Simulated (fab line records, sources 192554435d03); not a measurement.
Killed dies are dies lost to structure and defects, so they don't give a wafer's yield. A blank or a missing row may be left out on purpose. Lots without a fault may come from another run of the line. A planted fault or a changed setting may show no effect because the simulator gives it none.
Chamber matching | flow n5_finfet | N5_GATE_CUT_PECVD_57 on pecvd-03: 3 sister chambers
The step deposits SiNx from SiH4/NH3/N2, target thk 21 nm. 3 wafers are shown with their chamber, then 8 later ones without.

WAFERS WITH THEIR CHAMBER
wafer  | chamber | throttle_valve_pct (%)
L081.3 | 0       | 38.8
L081.4 | 1       | 38.4
L083.1 | 2       | 36.0

WAFERS WITHOUT THEIR CHAMBER
wafer  | throttle_valve_pct (%)
L083.3 | 38.5
L083.6 | 38.7
L089.1 | 36.4
L089.3 | 38.5
L089.5 | 38.6
L096.1 | 36.5
L096.2 | 38.8
L096.5 | 37.0

WHICH CHAMBER EACH WENT THROUGH
wafer  | from the rows above          | in truth
L083.3 | can't be placed: 1 or 0      | 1
L083.6 | can't be placed: 0 or 1      | 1
L089.1 | 2                            | 2
L089.3 | can't be placed: 1 or 0      | 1
L089.5 | can't be placed: 0 or 1      | 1
L096.1 | 2                            | 2
L096.2 | can't be placed: 0 or 1      | 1
L096.5 | can't be placed: 2 or 1 or 0 | 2
Placed correctly: 2 of 8. Can't be placed from these rows: 6 (the true chamber is among the candidates in 6). Placed wrongly: 0.
How it was worked out, from the rows above alone: a wafer's distance from a chamber is the root of the sum, over the readings, of the square of ((its reading less the chamber's mean) divided by the reading's scatter). The wafer belongs to the nearest chamber; if the next one is less than 2 further off, it can't be placed. A chamber's mean is the mean of its shown wafers. The scatter: with one shown wafer a chamber, the root of the mean of the squares of how far each hidden wafer lies from its nearest shown one.
